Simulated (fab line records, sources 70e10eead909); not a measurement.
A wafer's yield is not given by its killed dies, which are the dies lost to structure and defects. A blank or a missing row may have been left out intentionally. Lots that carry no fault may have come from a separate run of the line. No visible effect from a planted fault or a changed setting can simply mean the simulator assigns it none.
A struck lot beside a sound one | flow nand harc | 25 out of 1159 route steps
Sound: the wafers L146.2, L146.4, L146.5. Wafers L155.2, L155.4, L155.5 were the ones struck. The cause is named last.
Each step with rows lists, per side, the tool, then ch with its chambers, then its first start. Under that, the readings that differ: sound wafers | struck wafers | difference of the means | sigmas: that difference in standard deviations of wafers without a fault.
alike: same words and numbers on both sides, and readings whose means sit less than 2 such deviations apart. not compared: any withheld reading, any reading some wafer has no value for, any bound like >300 that may hide the same value, and any number with overlapping values for which the record gives no deviation.
Wherever a step has rows on one side only, a row that says differs or no value, or a row with sigmas, the two part there. When numbers do not overlap yet have no deviation, they are printed without sigmas and do not part them. Lack of a reading on every wafer of one side parts them only where that side has two or more wafers.

first, 1 step without rows for these wafers: NHARC_P_M1_SRD_25.
NHARC_P_M1_INSPECT_27:
  sound on defect inspect-01, day 5 18:47; struck on defect inspect-01, day 8 20:34
  reading          | sound       | struck      | difference | sigmas
  raw defect count | 299 317 245 | 460 910 502 | +337       | +2
NHARC_P_M1_PRE_CLEAN_32: time 12 s.
  sound on pecvd-04 ch 0,1, day 5 18:52; struck on pecvd-04 ch 1,2, day 8 20:39
  alike: heater power w
NHARC_P_M1_DEP_33: deposits SiCN, target thk 30 nm.
  sound on pecvd-04 ch 0,1, day 5 19:01; struck on pecvd-04 ch 1,2, day 8 20:47
  alike: heater power w
then, 7 steps without rows for these wafers: NHARC_P_M2_DEP_00 (deposits SiOC, target thk 182.5 nm); NHARC_P_M2_DEHYDRATE_01 (time 120 s); NHARC_P_M2_HMDS_02 (time 30 s); NHARC_P_M2_COAT_34 (time 65 s); NHARC_P_M2_COAT_03 (resist thk 90 nm); NHARC_P_M2_SOFTBAKE_04 (time 55 s); NHARC_P_M2_EBR_05.
NHARC_P_M2_EXPOSE_06: exposes mask P M2, target cd 170 nm.
  sound on arfi scanner-01 ch 0, day 5 19:53; struck on arfi scanner-01 ch 0, day 8 21:41
  reading              | sound             | struck            | difference | sigmas
  exposure dose mJ cm2 | 80.72 80.63 80.69 | 79.24 79.19 79.20 | -1.47      | -17
  alike: mask
then, 2 steps without rows for these wafers: NHARC_P_M2_PEB_07 (peb time 65 s); NHARC_P_M2_DEVELOP_08 (develop time 35 s).
NHARC_P_M2_CD_MEAS_09: target cd 170 nm.
  sound on cd sem-03 ch 0, day 5 20:01; struck on cd sem-02 ch 0, day 8 21:50
  reading    | sound             | struck            | difference | sigmas
  cd nm (nm) | 169.6 170.6 170.2 | 172.5 172.6 177.0 | +3.9       | +6
NHARC_P_M2_OVL_MEAS_10: pitch 340 nm.
  sound on overlay-01, day 5 20:07; struck on overlay-01, day 8 21:55
  alike: overlay x nm, overlay y nm
NHARC_P_M2_INSPECT_11:
  sound on defect inspect-02, day 5 20:10; struck on defect inspect-01, day 8 21:57
  alike: raw defect count
NHARC_P_M2_DESCUM_14: chemistry O2, time 3 s.
  sound on rie diel-06 ch 0,1,2, day 5 20:14; struck on rie diel-07 ch 1,3, day 8 22:01
  reading                     | sound             | struck            | difference | sigmas
  drypump motor current A (A) | 5.3 5.4 5.0       | 6.2 6.0 6.2       | +0.9       | +2
  model.P_M2.cd nm (nm)       | 169.7 170.9 170.3 | 171.7 172.7 176.4 | +3.3       |
  alike: chamber pressure mTorr, oes product au, rf vpp V, showerhead plenum p Torr, throttle valve pct
  not compared: rf hours counter h
NHARC_P_M2_ETCH_35: etches the open film in N2/H2, target depth 40 nm, overetch 12 nm, time 43.94 s.
  sound on rie diel-06 ch 0,2, day 5 20:19; struck on rie diel-07 ch 1,2,3, day 8 22:06
  reading                         | sound          | struck         | difference | sigmas
  showerhead plenum p Torr (Torr) | 2.07 2.20 2.20 | 2.06 2.01 1.93 | -0.16      | -2
  alike: chamber pressure mTorr, drypump motor current A, oes product au, rf vpp V, throttle valve pct
  not compared: rf hours counter h
NHARC_P_M2_ETCH_15: etches the open film in C4F8/Ar, target depth 182.5 nm, time 91.2 s.
  sound on rie diel-06 ch 1,2,3; struck on rie diel-07 ch 0,1,3
  reading               | sound             | struck            | difference | sigmas
  oes product au (a.u.) | 0.997 0.989 0.980 | 0.934 0.913 0.934 | -0.062     | -3
  alike: chamber pressure mTorr, rf vpp V
  not compared: rf hours counter h
NHARC_P_M2_CD_MEAS_16:
  sound on cd sem-01, day 5 20:32; struck on cd sem-02, day 8 22:19
  reading    | sound             | struck            | difference | sigmas
  cd nm (nm) | 170.2 171.0 170.1 | 171.8 172.8 176.5 | +3.3       | +3
NHARC_P_M2_STRIP_18: strips in N2/H2.
  sound on rie diel-10 ch 0,2,3, day 5 20:37; struck on rie diel-06 ch 0,2, day 8 22:25
  reading                         | sound          | struck         | difference | sigmas
  showerhead plenum p Torr (Torr) | 1.89 2.04 1.90 | 2.07 2.20 2.20 | +0.21      | +2
  alike: chamber pressure mTorr, drypump motor current A, oes product au, rf vpp V, throttle valve pct
  not compared: rf hours counter h
NHARC_P_M2_ETCH_28: etches the open film in CF4/N2, target depth 30 nm, time 72.99 s.
  sound on rie diel-10 ch 0,2,3; struck on rie diel-06 ch 0,2,3
  reading               | sound         | struck          | difference | sigmas
  model.P_M2.cd nm (nm) | 170 171.1 169 | 172.3 173 176.4 | +3.9       |
  alike: chamber pressure mTorr, drypump motor current A, oes product au, rf vpp V, showerhead plenum p Torr, throttle valve pct
  not compared: rf hours counter h
then, 1 step without rows for these wafers: NHARC_P_M2_STRIP_19 (strips in post etch residue remover, time 600 s).
-- record jumps: 14 days between struck wafers' starts before vs after; left off in module P_M2, resumes in module END, first step shown is number 1159 of the route --
NHARC_END_SORT_01:
  sound on prober-01 ch 0, day 19 19:22; struck on prober-02 ch 0, day 22 12:49
  alike: defect limited yield, killed at array, killed at other, killed at periphery, killed dies, killed open, killed short, sort_bin_2_pct, sort_bin_3_pct, sort_bin_4_pct, sort n pass, sort rim yield pct, sort yield pct

== WHERE THEY PART ==
Last at NHARC_P_M2_STRIP_18 as far as this record goes, first at NHARC_P_M1_INSPECT_27. Later steps at which nothing parts them and some readings are alike: NHARC_P_M2_ETCH_28, NHARC_END_SORT_01.

WHY: what had been put in by the simulator
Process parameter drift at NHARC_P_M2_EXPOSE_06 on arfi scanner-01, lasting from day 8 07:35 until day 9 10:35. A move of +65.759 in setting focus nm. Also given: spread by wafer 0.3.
